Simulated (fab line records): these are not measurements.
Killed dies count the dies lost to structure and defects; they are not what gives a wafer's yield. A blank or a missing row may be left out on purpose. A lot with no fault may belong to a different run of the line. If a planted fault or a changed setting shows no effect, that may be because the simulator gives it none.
fab line records    flow nand_harc
record lots=24  wafers=72  last_day=33
route steps=1302 shown A_SLIT@924 A_SIN_REMOVE@951 A_WL_FILL@956
lots that met no fault: from a run of the same line without faults
start_h: hours from the record's first day to the start of the lot's first wafer shown    wait_h: hours elapsed since this lot's preceding step    " the same as in the row above    L1.1+2: one row covering several wafers at once    - no value, or no start was given    * or withheld: withheld    < > ~ a bound
route shown NAME@n: NAME is a module with steps in the file, n the number in the route of the first one    usual: mean/standard deviation of fault-free wafers    same: alike in all rows    chamber/n: place in a boat    sites: each site's reading    _std_site: standard deviation of those values    _edge_site: mean of outer sites minus mean of inner sites    radius_mm: for every site, how far away it sits from the centre of the wafer    mask NAME#n: copy n    behind: the last tool/chamber to shape the wafer    hold: why the lot was held/for how many hours/how that ended    device: the transistor (n, p or np) that didn't switch    end of line: at the end of the route, the tests of the same wafers    a step without rows: its recipe alone    killed: the dies lost at the first sort to structure and to defects; this is not the yield of the wafer    map: per-die view of a wafer (x killed, . not killed, _ where there is no die)
set.NAME: the setting that was run; set.NAME@STEP: the one run at that earlier step    model.NAME: the simulator's own value behind a step, which no gauge read
one table for each step of the route and one row for each wafer, over a sample of lots
services: when a tool's chamber went out of use (start_h, in hours from the record's first day, below 0 if earlier), for how many hours, and the reason
## steps
# step NHARC_A_SLIT_DEP_23
# recipe target_thk_a=1000  target_thk_nm=100  temp_c=400  pressure_torr=3.5  flow_sccm=200  rf_w=350  material=SiON
# usual heater_power_w=761/94
lot.wafer  tool      chamber  start_h  wait_h  heater_power_w
L075.2     pecvd-02  1        445.19   2.5     687
L075.1     "         2        "        "       694
L075.3     "         0        "        "       968
L074.1     pecvd-03  1        459.61   3.2     799
L074.3     "         2        "        "       604
L074.4     "         0        "        "       851
L076.2     pecvd-01  2        470.07   2.6     896
L076.6     "         1        "        "       722
L076.5     "         2        "        "       912
L077.2     pecvd-02  1        478.14   2.5     726
L077.3     "         2        "        "       783
L077.5     "         1        "        "       737
L079.3     pecvd-01  1        486.74   1.9     758
L079.2     "         2        "        "       926
L079.5     "         1        "        "       767
L078.3     pecvd-03  1        486.80   2.0     655
L078.4     "         1        "        "       675
L078.6     "         2        "        "       621
L081.1     pecvd-01  2        523.76   3.2     938
L081.2     "         0        "        "       789
L081.5     "         2        "        "       929
L082.2     pecvd-02  2        524.22   2.5     793
L082.1     "         0        "        "       940
L082.6     "         1        "        "       725
L080.3     pecvd-02  2        525.18   1.9     739
L080.1     "         1        "        "       726
L080.6     "         0        "        "       960
L083.3     pecvd-03  1        533.17   1.9     672
L083.1     "         2        "        "       593
L083.5     "         1        "        "       694
L084.4     pecvd-01  2        567.63   1.4     797
L084.5     "         0        "        "       743
L084.6     "         1        "        "       787
L085.1     pecvd-01  1        575.93   3.1     740
L085.4     "         0        "        "       739
L085.6     "         1        "        "       751
L087.2     pecvd-02  2        577.06   2.6     737
L087.4     "         1        "        "       791
L087.5     "         2        "        "       727
L086.1     pecvd-02  0        578.04   3.2     813
L086.3     "         1        "        "       759
L086.6     "         0        "        "       816
L089.1     pecvd-03  1        590.84   3.2     742
L089.3     "         2        "        "       587
L089.5     "         2        "        "       602
L088.3     pecvd-01  1        596.64   1.9     752
L088.5     "         1        "        "       773
L088.4     "         0        "        "       718
L092.1     pecvd-01  0        607.85   3.1     743
L092.5     "         1        "        "       711
L092.4     "         2        "        "       920
L090.1     pecvd-03  2        608.44   3.2     563
L090.4     "         2        "        "       575
L090.5     "         1        "        "       715
L091.2     pecvd-03  2        620.72   2.6     632
L091.4     "         1        "        "       737
L091.5     "         2        "        "       632
L093.1     pecvd-02  2        650.99   3.2     743
L093.4     "         1        "        "       769
L093.5     "         1        "        "       793
L095.2     pecvd-01  1        657.71   2.5     736
L095.3     "         2        "        "       916
L095.6     "         2        "        "       930
L094.1     pecvd-03  2        662.57   3.1     610
L094.2     "         1        "        "       650
L094.4     "         2        "        "       632
L097.3     pecvd-03  2        662.80   2.0     641
L097.6     "         1        "        "       704
L097.4     "         2        "        "       641
L096.1     pecvd-03  0        677.61   3.3     738
L096.6     "         2        "        "       659
L096.5     "         0        "        "       729
# step NHARC_A_SLIT_ETCH_17
# recipe bias_v=900  source_w=withheld  pressure_mtorr=20  ar_flow_sccm=375  c4f8_flow_sccm=83.3  o2_flow_sccm=41.7  time_s=4254.5  target_depth_a=2.03e+05  chemistry=C4F8/O2/Ar
# usual drypump_motor_current_A=5.9/0.45  showerhead_plenum_p_Torr=3.58/0.075  throttle_valve_pct=32.045/0.0097
lot.wafer  tool         chamber  start_h  wait_h  drypump_motor_current_A  rf_hours_counter_h  showerhead_plenum_p_Torr  throttle_valve_pct
L075.2     har_etch-02  1        447.30   -       6.4                      31                  3.70                      32.046
L075.1     "            0        "        "       5.3                      31                  3.60                      32.047
L075.3     "            1        "        "       6.4                      -                   3.70                      32.049
L074.1     har_etch-02  0        462.34   -       5.2                      39                  3.60                      32.058
L074.3     "            1        "        "       6.4                      -                   3.70                      32.059
L074.4     "            0        "        "       5.2                      -                   3.60                      32.052
L076.2     har_etch-02  0        472.76   -       5.2                      46                  3.60                      32.061
L076.6     "            1        474.59   -       6.4                      -                   3.69                      32.052
L076.5     "            0        "        "       5.2                      -                   3.60                      32.047
L077.2     har_etch-01  1        481.05   -       6.2                      268                 3.64                      32.056
L077.3     "            1        482.24   -       6.2                      -                   3.64                      32.035
L077.5     "            1        483.44   -       6.2                      -                   3.64                      32.047
L079.2     har_etch-02  0        489.33   -       5.2                      54                  3.59                      32.044
L079.3     "            0        490.55   -       5.2                      -                   3.59                      32.047
L079.5     "            0        491.77   -       5.2                      -                   3.59                      32.063
L078.4     har_etch-01  0        490.10   -       5.7                      -                   3.50                      32.048
L078.3     "            1        "        "       6.2                      -                   3.64                      32.031
L078.6     "            1        491.91   -       6.2                      -                   3.64                      32.041
L081.1     har_etch-01  0        525.88   -       5.7                      291                 3.49                      32.055
L081.2     "            1        "        "       6.2                      291                 3.63                      32.034
L081.5     "            1        528.85   -       6.2                      -                   3.63                      32.053
L082.2     har_etch-02  0        526.33   -       5.2                      77                  3.58                      32.054
L082.1     "            1        "        "       6.4                      77                  3.68                      32.039
L082.6     "            1        529.40   -       6.4                      -                   3.68                      32.053
L080.1     har_etch-01  1        529.64   -       6.2                      295                 3.63                      32.027
L080.3     "            0        531.46   -       5.7                      -                   3.48                      32.037
L080.6     "            0        532.68   -       5.7                      -                   3.48                      32.053
L083.1     har_etch-01  1        535.23   -       6.2                      298                 3.62                      32.048
L083.3     "            0        537.05   -       5.7                      -                   3.48                      32.042
L083.5     "            0        538.26   -       5.7                      -                   3.48                      32.044
L084.4     har_etch-01  0        571.36   -       5.7                      -                   3.47                      32.043
L084.6     "            1        "        "       6.2                      -                   3.62                      32.041
L084.5     "            0        "        "       5.7                      -                   3.47                      32.054
L085.1     har_etch-01  1        578.17   -       6.1                      317                 3.61                      32.044
L085.4     "            1        579.37   -       6.1                      -                   3.61                      32.031
L085.6     "            0        581.19   -       5.7                      -                   3.47                      32.042
L087.2     har_etch-02  1        579.72   -       6.4                      104                 3.66                      32.035
L087.4     "            1        580.92   -       6.4                      -                   3.66                      32.037
L087.5     "            0        "        "       5.2                      -                   3.57                      32.042
L086.1     har_etch-01  1        582.59   -       6.2                      321                 3.61                      32.050
L086.3     "            1        583.80   -       6.2                      -                   3.61                      32.046
L086.6     "            1        585.02   -       6.2                      -                   3.61                      32.058
L089.1     har_etch-01  0        594.71   -       5.7                      333                 3.46                      32.052
L089.3     "            1        "        "       6.2                      -                   3.61                      32.029
L089.5     "            0        597.13   -       5.7                      -                   3.46                      32.048
L088.4     har_etch-02  1        600.21   -       6.4                      -                   3.65                      32.049
L088.3     "            0        "        "       5.2                      -                   3.56                      32.053
L088.5     "            1        "        "       6.5                      -                   3.65                      32.037
L092.1     har_etch-01  0        610.48   -       5.7                      340                 3.46                      32.066
L092.4     "            1        "        "       6.2                      -                   3.60                      32.073
L092.5     "            0        612.96   -       5.7                      -                   3.46                      32.052
L090.1     har_etch-02  0        614.32   -       5.2                      131                 3.55                      32.060
L090.4     "            1        "        "       6.4                      -                   3.65                      32.048
L090.5     "            1        616.13   -       6.4                      -                   3.65                      32.047
L091.2     har_etch-01  1        622.78   -       6.2                      344                 3.60                      32.039
L091.4     "            1        623.99   -       6.2                      -                   3.60                      32.052
L091.5     "            0        625.80   -       5.7                      -                   3.46                      32.061
L093.1     har_etch-02  1        653.16   -       6.4                      150                 3.64                      32.037
L093.4     "            1        654.38   -       6.4                      -                   3.64                      32.027
L093.5     "            1        655.61   -       6.5                      -                   3.64                      32.058
L095.2     har_etch-02  1        660.44   -       6.4                      154                 3.63                      32.053
L095.3     "            1        661.65   -       6.4                      -                   3.63                      32.032
L095.6     "            0        "        "       5.2                      -                   3.54                      32.035
L094.1     har_etch-02  1        664.69   -       6.4                      157                 3.63                      32.070
L094.2     "            0        "        "       5.2                      157                 3.54                      32.055
L094.4     "            1        "        "       6.4                      -                   3.63                      32.049
L097.4     har_etch-01  1        666.60   -       6.2                      -                   3.59                      32.034
L097.3     "            0        "        "       5.7                      -                   3.44                      32.047
L097.6     "            0        668.40   -       5.7                      -                   3.44                      32.028
L096.1     har_etch-01  0        680.16   -       5.7                      378                 3.44                      32.035
L096.5     "            1        681.97   -       6.2                      -                   3.58                      32.039
L096.6     "            0        "        "       5.7                      -                   3.44                      32.052
# step NHARC_A_SLIT_ETCH_26
# recipe bias_v=400  source_w=2000  pressure_mtorr=25  time_s=90  ar_flow_sccm=375  c4f8_flow_sccm=41.7  o2_flow_sccm=83.3  target_depth_a=4000  chemistry=C4F8/O2/Ar
# usual drypump_motor_current_A=5.9/0.45  showerhead_plenum_p_Torr=3.61/0.077  throttle_valve_pct=27.620/0.0093
lot.wafer  tool         chamber  start_h  wait_h  drypump_motor_current_A  rf_hours_counter_h  showerhead_plenum_p_Torr  throttle_valve_pct
L075.2     har_etch-02  1        450.94   3.0     6.4                      34                  3.73                      27.611
L075.1     "            0        "        "       5.2                      34                  3.63                      27.609
L075.3     "            1        "        "       6.4                      -                   3.73                      27.625
L074.1     har_etch-02  0        465.46   2.5     5.2                      42                  3.63                      27.605
L074.3     "            1        "        "       6.4                      -                   3.73                      27.625
L074.4     "            0        "        "       5.2                      -                   3.63                      27.627
L076.2     har_etch-02  0        475.84   2.5     5.2                      49                  3.63                      27.614
L076.6     "            1        "        "       6.5                      -                   3.72                      27.648
L076.5     "            0        "        "       5.2                      -                   3.63                      27.627
L077.2     har_etch-01  1        484.07   2.4     6.2                      271                 3.67                      27.619
L077.3     "            1        "        "       6.2                      -                   3.67                      27.614
L077.5     "            1        "        "       6.2                      -                   3.67                      27.621
L079.2     har_etch-02  0        492.41   2.5     5.2                      57                  3.62                      27.615
L079.3     "            0        "        "       5.2                      -                   3.62                      27.618
L079.5     "            0        "        "       5.2                      -                   3.62                      27.620
L078.4     har_etch-01  0        492.57   1.9     5.7                      -                   3.52                      27.625
L078.3     "            1        "        "       6.2                      -                   3.67                      27.637
L078.6     "            1        "        "       6.2                      -                   3.67                      27.622
L081.1     har_etch-01  0        529.45   3.0     5.7                      294                 3.51                      27.607
L081.2     "            1        "        "       6.2                      294                 3.66                      27.621
L081.5     "            1        "        "       6.2                      -                   3.66                      27.621
L082.2     har_etch-02  0        530.01   3.1     5.2                      80                  3.61                      27.610
L082.1     "            1        "        "       6.4                      80                  3.71                      27.605
L082.6     "            1        "        "       6.4                      -                   3.71                      27.611
L080.1     har_etch-01  1        533.29   3.0     6.2                      298                 3.66                      27.622
L080.3     "            0        "        "       5.7                      -                   3.51                      27.621
L080.6     "            0        "        "       5.7                      -                   3.51                      27.599
L083.1     har_etch-01  1        538.87   3.0     6.2                      301                 3.65                      27.630
L083.3     "            0        "        "       5.7                      -                   3.51                      27.637
L083.5     "            0        "        "       5.7                      -                   3.51                      27.625
L084.4     har_etch-01  0        573.28   1.3     5.7                      -                   3.50                      27.622
L084.6     "            1        "        "       6.2                      -                   3.65                      27.638
L084.5     "            0        "        "       5.7                      -                   3.50                      27.633
L085.1     har_etch-01  1        581.79   3.0     6.2                      320                 3.64                      27.627
L085.4     "            1        "        "       6.2                      -                   3.64                      27.631
L085.6     "            0        "        "       5.7                      -                   3.50                      27.616
L087.2     har_etch-02  1        582.75   2.4     6.5                      107                 3.69                      27.633
L087.4     "            1        "        "       6.5                      -                   3.69                      27.627
L087.5     "            0        "        "       5.2                      -                   3.59                      27.615
L086.1     har_etch-01  1        585.66   2.5     6.2                      324                 3.64                      27.645
L086.3     "            1        "        "       6.2                      -                   3.64                      27.622
L086.6     "            1        "        "       6.2                      -                   3.64                      27.612
L089.1     har_etch-01  0        597.76   2.4     5.7                      336                 3.49                      27.602
L089.3     "            1        "        "       6.2                      -                   3.64                      27.624
L089.5     "            0        "        "       5.7                      -                   3.49                      27.613
L088.4     har_etch-02  1        602.67   1.9     6.5                      -                   3.68                      27.615
L088.3     "            0        "        "       5.2                      -                   3.59                      27.625
L088.5     "            1        "        "       6.4                      -                   3.68                      27.618
L092.1     har_etch-01  0        613.62   2.5     5.7                      343                 3.49                      27.613
L092.4     "            1        "        "       6.2                      -                   3.63                      27.618
L092.5     "            0        "        "       5.7                      -                   3.49                      27.626
L090.1     har_etch-02  0        617.36   2.4     5.2                      134                 3.58                      27.621
L090.4     "            1        "        "       6.5                      -                   3.68                      27.615
L090.5     "            1        "        "       6.5                      -                   3.68                      27.628
L091.2     har_etch-01  1        626.40   3.0     6.2                      347                 3.63                      27.627
L091.4     "            1        "        "       6.2                      -                   3.63                      27.604
L091.5     "            0        "        "       5.7                      -                   3.48                      27.621
L093.1     har_etch-02  1        656.83   3.1     6.5                      153                 3.67                      27.604
L093.4     "            1        "        "       6.4                      -                   3.67                      27.621
L093.5     "            1        "        "       6.5                      -                   3.67                      27.602
L095.2     har_etch-02  1        663.51   2.5     6.5                      157                 3.66                      27.622
L095.3     "            1        "        "       6.5                      -                   3.66                      27.613
L095.6     "            0        "        "       5.2                      -                   3.57                      27.616
L094.1     har_etch-02  1        668.29   3.0     6.5                      160                 3.66                      27.611
L094.2     "            0        "        "       5.2                      160                 3.57                      27.603
L094.4     "            1        "        "       6.4                      -                   3.66                      27.615
L097.4     har_etch-01  1        669.07   1.9     6.2                      -                   3.61                      27.619
L097.3     "            0        "        "       5.7                      -                   3.47                      27.622
L097.6     "            0        "        "       5.7                      -                   3.47                      27.629
L096.1     har_etch-01  0        683.21   2.4     5.7                      381                 3.47                      27.625
L096.5     "            1        "        "       6.2                      -                   3.61                      27.625
L096.6     "            0        "        "       5.7                      -                   3.47                      27.610
# step NHARC_A_SIN_REMOVE_INSPECT_04
# usual raw_defect_count=379/70
lot.wafer  tool               chamber  start_h  wait_h  raw_defect_count
L075.1     defect_inspect-01  -        459.10   0.0     334
L075.2     "                  -        "        "       387
L075.3     "                  -        "        "       404
L074.1     defect_inspect-01  -        473.49   0.0     276
L074.3     "                  -        "        "       335
L074.4     "                  -        "        "       278
L076.2     defect_inspect-02  -        483.85   0.0     283
L076.5     "                  -        "        "       394
L076.6     "                  -        "        "       316
L077.2     defect_inspect-01  -        492.05   0.0     401
L077.3     "                  -        "        "       360
L077.5     "                  -        "        "       391
L079.2     defect_inspect-01  -        500.39   0.0     395
L079.3     "                  -        "        "       436
L079.5     "                  -        "        "       414
L078.3     defect_inspect-02  -        500.40   0.0     389
L078.4     "                  -        "        "       504
L078.6     "                  -        "        "       441
L082.1     defect_inspect-01  -        537.54   0.0     344
L082.2     "                  -        "        "       302
L082.6     "                  -        "        "       424
L081.1     defect_inspect-02  -        537.54   0.0     475
L081.2     "                  -        "        "       365
L081.5     "                  -        "        "       475
L080.1     defect_inspect-02  -        542.22   0.0     372
L080.3     "                  -        "        "       390
L080.6     "                  -        "        "       402
L083.1     defect_inspect-01  -        546.90   0.0     437
L083.3     "                  -        "        "       400
L083.5     "                  -        "        "       356
L084.4     defect_inspect-01  -        581.32   0.0     356
L084.5     "                  -        "        "       307
L084.6     "                  -        "        "       342
L087.2     defect_inspect-01  -        589.84   0.0     271
L087.4     "                  -        "        "       342
L087.5     "                  -        "        "       319
L085.1     defect_inspect-01  -        589.84   0.1     404
L085.4     "                  -        "        "       527
L085.6     "                  -        "        "       518
L086.1     defect_inspect-01  -        593.69   0.0     620
L086.3     "                  -        "        "       516
L086.6     "                  -        "        "       374
L089.1     defect_inspect-02  -        605.73   0.0     392
L089.3     "                  -        "        "       397
L089.5     "                  -        "        "       383
L088.3     defect_inspect-02  -        610.73   0.0     291
L088.4     "                  -        "        "       281
L088.5     "                  -        "        "       277
L092.1     defect_inspect-02  -        621.67   0.0     470
L092.4     "                  -        "        "       453
L092.5     "                  -        "        "       419
L090.1     defect_inspect-01  -        625.50   0.0     424
L090.4     "                  -        "        "       422
L090.5     "                  -        "        "       318
L091.2     defect_inspect-02  -        634.41   0.0     400
L091.4     "                  -        "        "       423
L091.5     "                  -        "        "       320
L093.1     defect_inspect-02  -        664.91   0.0     285
L093.4     "                  -        "        "       328
L093.5     "                  -        "        "       311
L095.2     defect_inspect-02  -        671.84   0.0     506
L095.3     "                  -        "        "       400
L095.6     "                  -        "        "       362
L094.1     defect_inspect-02  -        676.25   0.0     370
L094.2     "                  -        "        "       332
L094.4     "                  -        "        "       458
L097.3     defect_inspect-01  -        676.26   0.0     341
L097.4     "                  -        "        "       398
L097.6     "                  -        "        "       468
L096.1     defect_inspect-01  -        691.29   0.0     314
L096.5     "                  -        "        "       399
L096.6     "                  -        "        "       466
# step NHARC_A_WL_FILL_CVD_03
# recipe target_thk_a=400  temp_c=300  pressure_torr=40  wf6_flow_sccm=40  h2_flow_sccm=1600  ar_flow_sccm=1560  time_s=279  material=W
# usual heater_power_w=466/49  mfc_wf6_sccm=39.99/0.11  throttle_valve_pct=7.87/0.26
lot.wafer  tool      chamber  start_h  wait_h  heater_power_w  mfc_wf6_sccm  throttle_valve_pct
L075.2     cvd_w-01  1        460.75   0.7     448             40.08         7.91
L075.1     "         0        "        "       421             40.02         7.92
L075.3     "         1        "        "       457             40.17         8.08
L074.1     cvd_w-02  1        474.49   0.1     417             39.72         7.62
L074.4     "         1        "        "       428             39.76         7.51
L074.3     "         0        "        "       546             39.98         7.81
L076.2     cvd_w-01  1        484.87   0.1     463             39.83         7.78
L076.6     "         0        "        "       423             40.26         7.58
L076.5     "         1        "        "       437             39.91         8.14
L077.2     cvd_w-01  0        493.04   0.1     416             40.13         7.83
L077.3     "         0        "        "       421             39.92         7.87
L077.5     "         0        "        "       431             39.92         7.96
L079.2     cvd_w-01  0        501.41   0.1     433             39.91         7.85
L079.3     "         0        "        "       430             40.08         7.82
L079.5     "         1        "        "       441             40.04         7.88
L078.3     cvd_w-02  1        501.86   0.2     431             39.97         7.39
L078.4     "         0        "        "       562             39.87         7.78
L078.6     "         0        "        "       544             40.06         7.72
L081.2     cvd_w-02  0        538.69   0.1     534             39.91         7.59
L081.1     "         1        "        "       423             40.23         7.64
L081.5     "         0        "        "       559             39.90         7.53
L082.2     cvd_w-01  0        538.74   0.1     422             40.18         7.77
L082.1     "         1        "        "       458             40.01         7.95
L082.6     "         0        "        "       434             39.73         8.01
L080.1     cvd_w-02  1        543.20   0.1     430             40.02         7.63
L080.3     "         1        "        "       447             39.92         7.54
L080.6     "         0        "        "       560             39.98         7.69
L083.1     cvd_w-02  1        548.69   0.2     418             39.97         7.64
L083.3     "         0        "        "       550             39.80         7.81
L083.5     "         0        "        "       537             39.97         7.61
L084.4     cvd_w-02  0        582.46   0.2     561             39.82         7.60
L084.6     "         0        "        "       556             40.10         7.51
L084.5     "         1        "        "       437             39.95         7.94
L085.1     cvd_w-02  0        590.82   0.1     552             39.94         7.47
L085.4     "         1        "        "       420             39.90         7.65
L085.6     "         1        "        "       422             39.91         7.87
L087.2     cvd_w-01  1        591.06   0.3     448             39.93         8.29
L087.4     "         0        "        "       444             40.13         8.27
L087.5     "         0        "        "       456             40.12         7.97
L086.1     cvd_w-02  0        594.71   0.1     543             39.95         7.64
L086.3     "         1        "        "       428             40.07         7.49
L086.6     "         1        "        "       428             40.20         7.67
L089.1     cvd_w-02  0        606.75   0.1     540             40.15         7.71
L089.3     "         0        "        "       540             39.98         7.75
L089.5     "         0        "        "       550             40.03         7.61
L088.3     cvd_w-01  0        611.80   0.2     450             40.07         8.14
L088.4     "         1        "        "       450             39.84         8.46
L088.5     "         1        "        "       447             39.80         8.11
L092.1     cvd_w-02  0        622.66   0.1     555             39.87         7.73
L092.4     "         0        "        "       555             39.89         7.67
L092.5     "         0        "        "       541             39.90         7.85
L090.1     cvd_w-02  0        626.53   0.1     536             39.98         7.92
L090.4     "         1        "        "       423             40.08         7.89
L090.5     "         0        "        "       549             39.93         7.57
L091.2     cvd_w-01  1        635.40   0.1     440             40.07         8.15
L091.4     "         1        "        "       455             39.99         8.05
L091.5     "         0        "        "       444             39.93         7.90
L093.1     cvd_w-01  0        665.94   0.1     456             39.98         8.07
L093.4     "         1        "        "       442             39.87         8.28
L093.5     "         0        "        "       439             39.96         7.96
L095.2     cvd_w-01  1        672.82   0.1     455             39.99         8.38
L095.3     "         0        "        "       451             40.19         8.03
L095.6     "         1        "        "       445             39.84         8.26
L094.2     cvd_w-01  1        677.24   0.1     440             39.84         8.53
L094.1     "         0        "        "       455             39.88         7.99
L094.4     "         1        "        "       452             39.95         8.42
L097.3     cvd_w-02  1        677.50   0.2     431             40.18         7.88
L097.4     "         0        "        "       550             39.95         7.74
L097.6     "         1        "        "       419             40.04         8.00
L096.1     cvd_w-01  1        692.27   0.1     453             40.07         8.43
L096.5     "         1        "        "       440             40.00         8.24
L096.6     "         0        "        "       455             40.00         8.03
# step NHARC_A_WL_FILL_CVD_20
# recipe target_thk_a=1000  temp_c=400  pressure_torr=40  wf6_flow_sccm=40  h2_flow_sccm=1600  ar_flow_sccm=1560  time_s=74  material=W
# usual heater_power_w=841/91  mfc_wf6_sccm=40.00/0.13  throttle_valve_pct=7.86/0.27
lot.wafer  tool      chamber  start_h  wait_h  heater_power_w  mfc_wf6_sccm  throttle_valve_pct
L075.2     cvd_w-01  0        -        -       753             39.97         7.67
L075.1     "         1        "        "       800             39.79         7.87
L075.3     "         0        "        "       760             39.94         7.62
L074.1     cvd_w-02  1        -        -       745             40.14         7.58
L074.4     "         0        "        "       963             40.10         7.72
L074.3     "         1        "        "       765             40.25         7.50
L076.2     cvd_w-02  1        -        -       778             39.84         7.50
L076.5     "         0        "        "       997             39.81         7.81
L076.6     "         1        "        "       740             39.90         7.45
L077.2     cvd_w-01  1        -        -       802             40.10         8.20
L077.3     "         0        "        "       743             40.10         8.01
L077.5     "         0        "        "       753             39.89         7.65
L078.3     cvd_w-01  1        -        -       814             39.99         8.14
L078.4     "         1        "        "       800             40.01         8.23
L078.6     "         1        "        "       806             40.07         7.67
L079.2     cvd_w-01  1        -        -       815             40.07         7.81
L079.3     "         1        "        "       806             40.33         8.14
L079.5     "         1        "        "       816             40.14         8.15
L082.1     cvd_w-02  1        -        -       757             40.02         7.49
L082.2     "         0        "        "       963             39.89         7.74
L082.6     "         0        "        "       988             39.90         7.85
L081.1     cvd_w-02  0        -        -       964             40.06         7.42
L081.2     "         1        "        "       754             40.16         7.69
L081.5     "         1        "        "       757             40.05         7.68
L080.1     cvd_w-02  1        -        -       775             40.04         7.66
L080.3     "         1        "        "       784             39.98         7.50
L080.6     "         0        "        "       982             39.80         7.59
L083.1     cvd_w-01  1        -        -       802             40.20         8.15
L083.3     "         0        "        "       782             40.00         7.82
L083.5     "         1        "        "       787             40.28         8.12
L084.4     cvd_w-01  1        -        -       804             39.98         8.34
L084.5     "         1        "        "       815             40.11         8.14
L084.6     "         0        "        "       775             39.99         7.93
L085.1     cvd_w-01  0        -        -       793             40.01         8.11
L085.4     "         1        "        "       784             40.01         8.23
L085.6     "         0        "        "       773             40.07         7.76
L086.1     cvd_w-02  0        -        -       991             40.00         7.88
L086.3     "         0        "        "       968             39.94         7.72
L086.6     "         0        "        "       967             40.08         7.79
L087.2     cvd_w-02  1        -        -       778             39.84         7.67
L087.4     "         1        "        "       766             39.88         7.72
L087.5     "         1        "        "       784             39.93         7.67
L089.1     cvd_w-01  1        -        -       794             39.89         8.46
L089.3     "         0        "        "       796             40.02         8.08
L089.5     "         1        "        "       809             39.94         8.09
L088.4     cvd_w-02  1        -        -       765             40.12         7.84
L088.3     "         0        "        "       986             40.13         7.63
L088.5     "         0        "        "       980             39.98         7.76
L092.1     cvd_w-01  1        -        -       794             40.01         7.98
L092.4     "         0        "        "       794             40.03         8.12
L092.5     "         1        "        "       807             40.11         8.11
L090.1     cvd_w-02  1        -        -       759             40.05         7.77
L090.4     "         1        "        "       762             40.07         7.97
L090.5     "         1        "        "       777             39.99         7.99
L091.2     cvd_w-02  1        -        -       762             40.04         7.97
L091.4     "         1        "        "       773             40.02         7.78
L091.5     "         1        "        "       769             40.16         7.84
L093.1     cvd_w-02  0        -        -       974             39.89         7.35
L093.4     "         0        "        "       951             40.09         7.51
L093.5     "         1        "        "       780             39.88         7.85
L095.2     cvd_w-02  1        -        -       758             40.00         7.88
L095.3     "         1        "        "       776             39.96         7.62
L095.6     "         0        "        "       990             40.00         7.31
L094.2     cvd_w-01  1        -        -       792             40.09         8.31
L094.1     "         0        "        "       791             39.94         8.02
L094.4     "         1        "        "       795             39.98         8.40
L097.4     cvd_w-02  0        -        -       977             39.82         7.67
L097.3     "         1        "        "       772             40.02         7.84
L097.6     "         0        "        "       1013            40.07         7.62
L096.1     cvd_w-02  1        -        -       767             40.00         8.07
L096.6     "         0        "        "       990             39.74         7.63
L096.5     "         1        "        "       777             40.00         7.93
## services
tool         chamber  start_h  hours  kind
cvd_w-01     0        426.89   3.3    repair
cvd_w-02     -        450.29   13.0   pm
cvd_w-02     0        450.29   13.0   vent_cycle
cvd_w-02     1        450.29   13.0   vent_cycle
cvd_w-02     0        463.29   -      clean
cvd_w-02     1        463.29   -      clean
pecvd-01     1        473.69   2.0    repair
pecvd-01     -        492.00   13.0   pm
cvd_w-02     1        510.73   3.3    repair
cvd_w-01     -        547.11   13.0   pm
pecvd-03     -        547.31   13.0   pm
cvd_w-01     -        562.29   0.4    repair
pecvd-03     1        583.51   1.9    repair
pecvd-03     0        585.76   6.9    repair
pecvd-02     -        589.00   13.0   pm
pecvd-02     2        608.65   5.5    repair
cvd_w-02     -        631.29   13.0   pm
cvd_w-02     0        631.29   13.0   vent_cycle
cvd_w-02     1        631.29   13.0   vent_cycle
har_etch-02  -        633.64   1.6    repair
pecvd-03     -        635.97   0.7    repair
cvd_w-01     0        636.99   3.0    repair
pecvd-01     -        673.03   13.0   pm
pecvd-03     0        691.42   11.6   repair
## key
fault none
